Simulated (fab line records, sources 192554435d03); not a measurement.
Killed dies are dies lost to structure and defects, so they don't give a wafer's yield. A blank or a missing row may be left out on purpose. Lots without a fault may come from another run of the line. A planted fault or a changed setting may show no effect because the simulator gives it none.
Which tool did it? | flow n5_finfet | 9 lots, 24 wafers sampled, at 1 step of a route of 1938

WHAT THE GAUGES READ, wafer by wafer
N5_BEOL_M4_RC_MEAS_101. Usual: DIBL_N 36.3 mV/V, standard deviation 1.7; DIBL_P 36.0 mV/V, standard deviation 1.9; IOFF_N 0.156 nA/um, standard deviation 0.028; IOFF_P 0.21 nA/um, standard deviation 0.036; ION_N 675 uA/um, standard deviation 11; ION_P 463 uA/um, standard deviation 7.8; SS_N 71.6 mV/dec, standard deviation 0.59; SS_P 73.2 mV/dec, standard deviation 0.63; VT_N 250 mV, standard deviation 3.1; VT_P -251 mV, standard deviation 3.4.
lot  | measured     | on        | DIBL_N (mV/V)  | DIBL_P (mV/V)  | IOFF_N (nA/um)    | IOFF_P (nA/um) | ION_N (uA/um) | ION_P (uA/um) | SS_N (mV/dec)  | SS_P (mV/dec)  | VT_N (mV)   | VT_P (mV)      | flag
L711 | day 9 01:26  | prober-01 | 38.3 37.5 36.6 | 36.7 34.6 35.7 | 0.177 0.157 0.146 | 0.25 0.20 0.21 | 682 679 673   | 462 463 465   | 72.0 71.4 71.5 | 73.4 72.5 73.1 | 245 250 249 | -245 -250 -248 |
L712 | day 9 01:55  | prober-02 | 34.2 35.6 36.1 | 33.5 35.0 34.7 | 0.128 0.146 0.155 | 0.19 0.22 0.21 | 673 661 667   | 464 457 461   | 71.0 71.8 71.4 | 72.3 72.8 72.6 | 250 252 251 | -252 -249 -248 |
L715 | day 9 12:40  | prober-02 | 34.3 34.4 38.4 | 33.6 34.0 38.9 | 0.128 0.122 0.192 | 0.17 0.17 0.25 | 674 663 678   | 460 451 458   | 70.8 71.3 72.2 | 72.6 73.4 74.0 | 253 252 247 | -251 -254 -249 |
L721 | day 11 08:19 | prober-02 | 36.5 36.7 38.2 | 37.7 37.9 39.8 | 0.165 0.153 0.193 | 0.19 0.19 0.23 | 676 670 677   | 454 458 462   | 72.8 71.7 71.7 | 72.5 73.7 73.6 | 252 251 246 | -251 -252 -251 |
L720 | day 11 10:50 | prober-02 | 36.5 37.8      | 35.3 36.9      | 0.171 0.193       | 0.25 0.27      | 693 691       | 481 480       | 72.3 72.7      | 73.4 74.0      | 246 246     | -245 -246      |
L722 | day 11 13:23 | prober-01 | 34.1 37.0      | 36.0 38.6      | 0.121 0.166       | 0.21 0.26      | 667 679       | 466 474       | 70.9 72.2      | 73.4 74.2      | 255 252     | -247 -245      |
L727 | day 13 11:00 | prober-02 | 37.6 36.6 37.2 | 37.5 35.7 36.1 | 0.179 0.157 0.168 | 0.24 0.22 0.23 | 679 679 686   | 465 470 477   | 71.9 71.0 72.1 | 73.8 72.6 72.5 | 246 248 246 | -247 -249 -248 |
L729 | day 13 15:16 | prober-01 | 32.7 35.5 33.7 | 32.4 37.1 34.0 | 0.120 0.155 0.130 | 0.14 0.19 0.16 | 667 666 675   | 453 458 455   | 71.0 71.5 70.1 | 72.6 73.3 72.8 | 255 254 254 | -255 -253 -254 |
L730 | day 14 08:32 | prober-01 | 36.5 41.0      | 35.5 40.2      | 0.142 0.249       | 0.22 0.32      | 667 689       | 466 478       | 71.1 72.7      | 72.7 74.6      | 250 242     | -247 -245      |

WHICH TOOL RAN EACH LOT (tool, then ch and the chambers of the sampled wafers, then the start)
The record holds no process step before these readings.

WHAT THE TOOLS THEMSELVES READ (means of the sampled wafers that have a number; where no wafer has one, the mark that the record gives instead)
The record holds no such reading with a usual standard deviation.

THE ANSWER, worked out from the rows above alone
Rule: a lot is off if the mean of its wafers that have a number lies more than 3 standard deviations from the usual mean. A lot without any number at a reading at which 4 lots or more have one is off too. The other lots that the step has rows for count as sound. The gauges are gone through in route order, then the tools' own readings, and for those a lot's mean is taken as printed above. The first step at which some lot is off is used, and at that step the reading that is off furthest; a lot without a number counts as furthest.
No lot is off at any reading shown: from this, nothing can be told.

WHAT THE SIMULATOR HAD PUT IN
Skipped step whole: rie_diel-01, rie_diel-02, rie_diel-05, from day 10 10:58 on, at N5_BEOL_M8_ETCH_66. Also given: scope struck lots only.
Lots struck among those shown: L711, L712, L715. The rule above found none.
